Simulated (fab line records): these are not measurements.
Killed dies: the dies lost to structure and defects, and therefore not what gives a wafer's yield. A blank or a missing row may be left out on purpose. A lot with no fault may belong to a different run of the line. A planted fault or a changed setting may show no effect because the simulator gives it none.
fab line records	flow nand_harc
record: lots: 7	wafers: 20	last_day: 24
route steps=1159 shown A_SLIT@783
lots that met no fault: from a run of the same line without faults
start_h: start of the lot's first displayed wafer, in hours after the record's first day	wait_h: hours since the lot's step before	" same as the row above	L1.1+2: one row covering several wafers at once	- no value present, or no start provided	* or withheld: withheld	< > ~ a bound
route shown NAME@n: NAME is a module with steps in the file, n the number in the route of the first one	usual: average and standard deviation across the fault-free wafers	same: alike in all rows	chamber/n: place in a boat	sites: readings site by site	_std_site: the standard deviation of these	_edge_site: the outer-site mean with the inner-site mean subtracted	radius_mm: for every site, how far away it sits from the centre of the wafer	mask NAME#n: copy n	behind: the last tool/chamber to shape the wafer	hold: reason for holding the lot/hours on hold/outcome of the hold	device: names the non-switching transistor (n, p or np)	end of line: tests run on the same wafers once the route is complete	where a step has no rows: the recipe by itself	killed: count of dies lost to structure and defects at first sort (not the wafer's yield)	map: a wafer's dies, marking killed ones x, the rest . and places with no die _
set.NAME: the setting that was run; set.NAME@STEP: the one run at that earlier step	model.NAME: the simulator's own value behind a step, which no gauge read
lots at some steps of the route; a table a step, a row a wafer
services: from which hour (start_h, from the record's first day; less than 0 if before it) a tool's chamber was out of use, for how many hours, and why
== steps ==
step: NHARC_A_SLIT_HMDS_02
recipe: time_s: 30
step: NHARC_A_SLIT_COAT_03
recipe: spin_rpm: 1500	resist_thk_nm: 90
step: NHARC_A_SLIT_SOFTBAKE_04
recipe: temp_c: 105	time_s: 55
step: NHARC_A_SLIT_EBR_05
step: NHARC_A_SLIT_EXPOSE_06
recipe: na: 1.35	dose_mj: 60.82	mask_id: SLIT
step: NHARC_A_SLIT_PEB_07
recipe: peb_temp_c: 100	peb_time_s: 65
step: NHARC_A_SLIT_DEVELOP_08
recipe: develop_time_s: 35	dev_temp_c: 23
step: NHARC_A_SLIT_CD_MEAS_09
recipe: target_cd_nm: 300	landing_energy_ev: 500
usual: cd_nm: 299.9/0.45
lot.wafer	tool	chamber	start_h	wait_h	cd_nm
L457.3	cd_sem-01	0	331.83	-	300.0
L457.4	"	0	"	"	300.6
L457.6	"	0	"	"	300.3
L459.4	cd_sem-02	0	362.48	-	298.8
L459.5	"	0	"	"	299.1
L459.6	"	0	"	"	298.8
L462.2	cd_sem-01	0	374.40	-	299.6
L462.3	"	0	"	"	300.5
L462.6	"	0	"	"	300.1
L468.3	cd_sem-02	0	398.01	-	300.2
L468.6	"	0	"	"	300.5
L469.2	cd_sem-03	0	409.63	-	300.0
L469.3	"	0	"	"	299.2
L469.5	"	0	"	"	299.8
L472.1	cd_sem-01	0	434.36	-	300.0
L472.4	"	0	"	"	299.8
L472.6	"	0	"	"	300.8
L475.2	cd_sem-01	0	444.89	-	299.8
L475.3	"	0	"	"	299.7
L475.6	"	0	"	"	300.2
step: NHARC_A_SLIT_OVL_MEAS_10
usual: overlay_x_nm: -0.1/0.81	overlay_y_nm: -0.1/0.66
lot.wafer	tool	chamber	start_h	wait_h	overlay_x_nm	overlay_y_nm
L457.3	overlay-01	-	331.91	-	0.6	-1.6
L457.4	"	-	"	"	0.1	-1.2
L457.6	"	-	"	"	0.1	-1.4
L459.4	overlay-01	-	362.56	-	0.4	-1.0
L459.5	"	-	"	"	0.1	-0.2
L459.6	"	-	"	"	0.2	-0.6
L462.2	overlay-02	-	374.48	-	-0.9	0.8
L462.3	"	-	"	"	-0.9	0.4
L462.6	"	-	"	"	-1.2	0.4
L468.3	overlay-02	-	398.09	-	-0.3	-0.3
L468.6	"	-	"	"	-0.1	0.5
L469.2	overlay-02	-	409.72	-	-1.9	1.0
L469.3	"	-	"	"	-1.0	1.0
L469.5	"	-	"	"	-1.0	0.8
L472.1	overlay-02	-	434.45	-	-0.1	0.6
L472.4	"	-	"	"	-0.1	0.6
L472.6	"	-	"	"	-0.4	0.5
L475.2	overlay-02	-	444.97	-	1.1	0.2
L475.3	"	-	"	"	1.4	0.7
L475.6	"	-	"	"	1.2	0.3
step: NHARC_A_SLIT_INSPECT_11
usual: raw_defect_count: 21/8.4
lot.wafer	tool	chamber	start_h	wait_h	raw_defect_count
L457.3	defect_inspect-02	-	331.95	0.0	16
L457.4	"	-	"	"	12
L457.6	"	-	"	"	13
L459.4	defect_inspect-02	-	362.60	0.0	15
L459.5	"	-	"	"	24
L459.6	"	-	"	"	9
L462.2	defect_inspect-02	-	374.52	0.0	9
L462.3	"	-	"	"	16
L462.6	"	-	"	"	10
L468.3	defect_inspect-02	-	398.13	0.0	27
L468.6	"	-	"	"	22
L469.2	defect_inspect-01	-	409.76	0.0	15
L469.3	"	-	"	"	12
L469.5	"	-	"	"	13
L472.1	defect_inspect-01	-	434.48	0.0	14
L472.4	"	-	"	"	12
L472.6	"	-	"	"	15
L475.2	defect_inspect-01	-	445.01	0.0	15
L475.3	"	-	"	"	16
L475.6	"	-	"	"	20
step: NHARC_A_SLIT_DESCUM_14
recipe: time_s: 3	o2_flow_sccm: 200	ar_flow_sccm: 0	bias_power_w: 0	chemistry: O2
usual: chamber_pressure_mTorr: 59.99/0.049	drypump_motor_current_A: 5.5/0.56	oes_product_au: 0.997/0.0073	rf_vpp_V: 57.8/0.87	showerhead_plenum_p_Torr: 1.93/0.053	throttle_valve_pct: 11.310/0.0092
lot.wafer	tool	chamber	start_h	wait_h	chamber_pressure_mTorr	drypump_motor_current_A	oes_product_au	rf_hours_counter_h	rf_vpp_V	showerhead_plenum_p_Torr	throttle_valve_pct
L457.4	rie_diel-06	0	332.02	0.1	60.01	6.2	1.009	5	57.3	1.90	11.307
L457.3	"	1	"	"	59.99	4.8	0.991	6	57.5	1.90	11.297
L457.6	"	0	"	"	59.94	6.2	1.000	-	58.7	1.90	11.305
L459.4	rie_diel-06	1	362.67	0.1	60.08	4.9	0.990	7	57.0	1.90	11.313
L459.6	"	0	"	"	60.04	6.3	0.992	-	58.1	1.90	11.299
L459.5	"	1	"	"	59.94	4.9	0.997	-	57.3	1.90	11.322
L462.3	rie_diel-06	1	374.59	0.1	60.02	4.9	0.990	8	58.2	1.90	11.320
L462.2	"	3	"	"	60.03	6.7	0.999	8	58.8	2.00	11.314
L462.6	"	0	"	"	60.02	6.3	0.983	-	55.4	1.90	11.295
L468.3	rie_diel-06	0	398.21	0.1	60.11	6.3	0.995	8	56.5	1.90	11.319
L468.6	"	2	"	"	60.11	4.7	0.997	-	57.8	1.98	11.305
L469.2	rie_diel-01	3	409.83	0.1	60.03	6.0	0.990	5	57.2	1.94	11.314
L469.3	"	0	"	"	59.97	5.6	1.003	6	57.8	1.95	11.301
L469.5	"	2	"	"	60.02	4.9	0.991	-	57.3	1.94	11.285
L472.1	rie_diel-07	2	434.56	0.1	60.03	5.4	0.997	2	57.0	1.91	11.315
L472.4	"	3	"	"	59.93	4.9	0.989	2	57.8	1.99	11.316
L472.6	"	1	"	"	59.99	5.6	1.000	-	58.5	2.01	11.322
L475.2	rie_diel-07	3	445.07	0.1	59.99	4.9	0.992	3	58.5	1.99	11.331
L475.3	"	0	"	"	59.96	5.5	0.994	3	57.6	1.86	11.295
L475.6	"	3	"	"	60.04	4.9	1.001	-	58.2	1.99	11.305
step: NHARC_A_SLIT_ETCH_24
recipe: target_depth_a: 1210	time_s: 60.5	cf4_flow_sccm: 100	chf3_flow_sccm: 30	ar_flow_sccm: 0	rf_w: 500	bias_w: 200	chemistry: CF4/CHF3
usual: chamber_pressure_mTorr: 25.000/0.024	chf3_flow_sccm: 29.98/0.089	drypump_motor_current_A: 5.4/0.58	oes_product_au: 0.954/0.019	rf_vpp_V: 371.3/1.5	run_length_s: 81.7/0.43	showerhead_plenum_p_Torr: 1.59/0.041	throttle_valve_pct: 16.804/0.01
lot.wafer	tool	chamber	start_h	wait_h	chamber_pressure_mTorr	chf3_flow_sccm	drypump_motor_current_A	oes_product_au	rf_hours_counter_h	rf_vpp_V	run_length_s	showerhead_plenum_p_Torr	throttle_valve_pct
L457.3	rie_diel-06	3	332.10	0.1	25.016	29.88	6.7	0.966	5	372.6	81.5	1.64	16.815
L457.4	"	0	"	"	24.961	30.02	6.3	0.960	5	369.0	81.5	1.56	16.797
L457.6	"	2	"	"	24.999	30.13	4.8	0.977	-	371.5	81.1	1.63	16.821
L459.4	rie_diel-06	1	362.76	0.1	24.990	29.97	4.9	0.950	7	370.1	81.6	1.56	16.792
L459.5	"	2	"	"	25.040	29.98	4.7	0.974	-	372.8	81.0	1.63	16.779
L459.6	"	3	"	"	25.009	29.95	6.7	0.986	-	373.0	81.8	1.64	16.804
L462.3	rie_diel-06	2	374.66	0.1	24.944	30.17	4.7	0.938	9	372.9	81.0	1.63	16.810
L462.2	"	1	"	"	24.994	30.13	4.9	0.932	8	370.8	81.2	1.56	16.822
L462.6	"	3	"	"	25.016	30.01	6.7	0.935	-	371.2	81.8	1.64	16.800
L468.3	rie_diel-06	2	398.27	0.1	24.962	29.89	4.7	0.925	10	372.5	81.1	1.62	16.796
L468.6	"	2	"	"	25.022	30.04	4.7	0.925	-	372.1	81.1	1.63	16.823
L469.2	rie_diel-01	0	409.91	0.1	25.047	30.13	5.6	0.965	6	371.6	82.4	1.60	16.775
L469.3	"	2	"	"	24.989	29.99	4.9	0.940	6	371.9	82.3	1.60	16.819
L469.5	"	0	"	"	25.040	29.95	5.6	0.969	-	372.5	82.4	1.60	16.795
L472.4	rie_diel-07	2	434.63	0.1	25.031	30.14	5.4	0.957	2	368.8	81.6	1.57	16.804
L472.1	"	1	"	"	24.965	29.83	5.6	0.945	0	372.5	81.7	1.65	16.805
L472.6	"	2	"	"	25.009	29.95	5.4	0.950	-	370.4	81.8	1.57	16.805
L475.3	rie_diel-07	3	445.16	0.1	24.950	29.93	4.9	0.944	3	373.3	81.9	1.64	16.818
L475.2	"	1	"	"	25.003	29.91	5.6	0.962	1	372.5	81.7	1.65	16.795
L475.6	"	0	"	"	25.012	29.90	5.5	0.949	-	369.1	81.8	1.53	16.812
step: NHARC_A_SLIT_ETCH_15
recipe: target_depth_a: 32000	over_etch_frac: 0.3	time_s: 832	ion_energy_ev: 150	o2_flow_sccm: 400	cos_flow_sccm: 20	ar_flow_sccm: 0	rf_w: 500	bias_w: 300	chemistry: O2/COS
usual: chamber_pressure_mTorr: 20.002/0.017	drypump_motor_current_A: 5.5/0.58	oes_product_au: 0.996/0.0078	rf_vpp_V: 314.5/1.3	run_length_s: 853.3/0.43	showerhead_plenum_p_Torr: 3.16/0.081	throttle_valve_pct: 28.329/0.009
lot.wafer	tool	chamber	start_h	wait_h	chamber_pressure_mTorr	drypump_motor_current_A	oes_product_au	rf_hours_counter_h	rf_vpp_V	run_length_s	showerhead_plenum_p_Torr	throttle_valve_pct	model.A_SLIT.cd_offset_nm
L457.3	rie_diel-06	1	332.30	-	19.967	4.9	0.993	6	314.0	852.5	3.10	28.335	-0.7559
L457.4	"	2	"	"	19.993	4.7	1.004	6	314.5	852.9	3.23	28.318	0.01075
L457.6	"	0	"	"	19.969	6.3	0.996	-	312.5	853.0	3.10	28.323	-0.4739
L459.4	rie_diel-06	0	362.89	-	19.969	6.3	0.989	7	313.8	852.7	3.10	28.333	-1.357
L459.5	"	3	"	"	20.018	6.7	0.998	-	314.7	853.0	3.25	28.317	-0.1844
L459.6	"	0	"	"	19.990	6.3	0.993	-	313.0	609.2	3.10	28.310	-3.727
L462.3	rie_diel-06	1	374.87	-	19.994	4.8	0.993	8	313.3	852.8	3.09	28.340	-0.1172
L462.2	"	2	"	"	20.024	4.8	0.998	9	314.6	608.8	3.22	28.334	-3.131
L462.6	"	3	"	"	19.991	6.7	1.012	-	315.5	609.4	3.25	28.321	-2.21
L468.3	rie_diel-06	1	398.42	-	20.019	4.8	1.001	9	313.1	852.5	3.09	28.335	0.02633
L468.6	"	1	"	"	20.004	4.9	0.989	-	311.9	609.0	3.09	28.356	-3.115
L469.3	rie_diel-01	3	410.05	-	20.002	5.9	0.993	5	315.3	852.9	3.17	28.337	-1.272
L469.2	"	1	"	"	20.004	5.4	0.993	7	313.2	853.7	3.03	28.329	0.006078
L469.5	"	2	"	"	20.014	4.9	0.996	-	313.6	853.5	3.17	28.340	-0.1689
L472.4	rie_diel-07	1	434.72	-	19.985	5.6	1.001	0	316.4	852.9	3.27	28.321	-0.2776
L472.1	"	3	"	"	19.985	4.9	0.991	3	315.2	853.9	3.25	28.325	0.2375
L472.6	"	2	"	"	19.981	5.3	0.994	-	315.2	853.1	3.11	28.330	1.278
L475.3	rie_diel-07	0	445.25	-	20.008	5.5	0.988	3	313.4	853.4	3.03	28.334	0.09911
L475.2	"	3	"	"	19.982	4.9	0.978	3	316.9	853.6	3.25	28.320	0.008528
L475.6	"	1	"	"	20.017	5.6	0.990	-	315.0	853.1	3.27	28.325	-0.4482
step: NHARC_A_SLIT_ETCH_17
recipe: bias_v: 900	source_w: withheld	pressure_mtorr: 20	ar_flow_sccm: 375	c4f8_flow_sccm: 83.3	o2_flow_sccm: 41.7	time_s: 1687.5	target_depth_a: 1.01e+05	chemistry: C4F8/O2/Ar
usual: chamber_pressure_mTorr: 20.002/0.018	drypump_motor_current_A: 6.2/0.38	he_backside_leak_sccm: 5.5/0.62	run_length_s: 1688.8/0.39	showerhead_plenum_p_Torr: 3.69/0.11	throttle_valve_pct: 32.047/0.0085
lot.wafer	tool	chamber	start_h	wait_h	chamber_pressure_mTorr	drypump_motor_current_A	he_backside_leak_sccm	rf_hours_counter_h	run_length_s	showerhead_plenum_p_Torr	throttle_valve_pct
L457.3	har_etch-02	1	333.27	-	20.008	5.8	6.1	-	1689.0	3.65	32.046
L457.4	"	0	"	"	20.021	6.0	5.4	-	1688.6	3.84	32.062
L457.6	"	0	"	"	20.002	6.0	5.2	-	1688.9	3.84	32.046
L459.4	har_etch-01	1	364.19	-	20.012	6.5	4.8	-	1688.7	3.74	32.047
L459.6	"	0	"	"	20.007	6.7	5.0	-	1688.2	3.55	32.057
L459.5	"	1	"	"	19.976	6.5	4.7	-	1688.5	3.74	32.037
L462.2	har_etch-02	0	378.49	-	19.974	6.0	5.3	198	1689.5	3.83	32.054
L462.3	"	0	"	"	19.979	6.0	5.2	-	1688.9	3.83	32.038
L462.6	"	0	"	"	20.012	6.0	5.3	-	1688.9	3.83	32.062
L468.3	har_etch-02	1	399.46	-	20.009	5.7	6.4	-	1689.4	3.63	32.049
L468.6	"	0	"	"	20.021	6.0	5.2	-	1688.8	3.82	32.057
L469.2	har_etch-02	0	410.83	-	19.977	6.0	5.4	213	1688.9	3.82	32.049
L469.3	"	1	"	"	20.011	5.8	6.4	-	1689.0	3.63	32.045
L469.5	"	0	"	"	20.002	6.0	5.5	-	1688.7	3.82	32.052
L472.1	har_etch-01	0	435.32	-	20.018	6.7	5.1	50	1688.3	3.53	32.043
L472.4	"	0	"	"	20.001	6.7	5.1	-	1688.4	3.53	32.047
L472.6	"	1	"	"	20.012	6.5	5.0	-	1688.4	3.72	32.052
L475.2	har_etch-01	0	445.84	-	19.996	6.7	5.1	51	1688.2	3.53	32.041
L475.3	"	1	"	"	20.004	6.5	4.9	-	1688.5	3.71	32.039
L475.6	"	0	"	"	19.997	6.7	5.1	-	1688.2	3.53	32.046
== services ==
tool	chamber	start_h	hours	kind
har_etch-01	-	308.77	17.0	pm
rie_diel-01	-	314.80	9.0	pm
rie_diel-06	0	323.97	-	clean
rie_diel-06	1	323.97	-	clean
rie_diel-06	2	323.97	-	clean
rie_diel-06	3	323.97	-	clean
rie_diel-01	3	325.18	3.7	repair
rie_diel-06	0	348.47	-	clean
rie_diel-06	1	348.47	-	clean
rie_diel-06	2	348.47	-	clean
rie_diel-06	3	348.47	-	clean
rie_diel-06	0	372.97	-	clean
rie_diel-06	1	372.97	-	clean
rie_diel-06	2	372.97	-	clean
rie_diel-06	3	372.97	-	clean
rie_diel-06	0	397.47	-	clean
rie_diel-06	1	397.47	-	clean
rie_diel-06	2	397.47	-	clean
rie_diel-01	0	401.18	2.2	repair
rie_diel-07	-	405.46	9.0	pm
rie_diel-07	1	417.59	13.4	repair
rie_diel-06	-	418.47	9.0	pm
rie_diel-01	3	420.44	7.2	repair
rie_diel-07	1	446.44	3.4	repair
== key ==
first_sign: step: NHARC_A_SLIT_ETCH_15	reading: run_length_s	direction: down	sigmas: 99+	usual: *	struck: *
effect none on later readings
model_effect: step: NHARC_A_SLIT_ETCH_15	value: A_SLIT.cd_offset_nm	without: -0.6095	struck: -3.046
met_at NHARC_A_SLIT_ETCH_15
struck_wafers L459.6,L462.2,L462.6,L468.6
later_rows_left_out L459.6,L462.2,L462.6,L468.6
sort_left_out L459.6,L462.2,L462.6,L468.6
tester_left_out L459,L462,L468
onset_between 332.30 362.89
fault: kind: process_parameter_drift	tool: rie_diel-06	chamber: -	onset_h: 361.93	steps: NHARC_A_SLIT_ETCH_15	channel: time_s	offset: *	shape: step	end_h: 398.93	scope: struck_wafers_only	acts_in: *	stated: *
tester_left_out: of these lots the tester's yield and bins aren't shown, on N5 and GAA mostly nor the transistor test; their killed dies are dies lost to structure and defects alone, not to doping, threshold or leakage, so they don't give the yield
sort_left_out: the simulated sort isn't trusted on such a fault, so these wafers' sort isn't shown, and their yield isn't known
later_rows_left_out: the simulator's readings of these wafers behind a module that went badly wrong aren't trusted and aren't shown, but for the sort
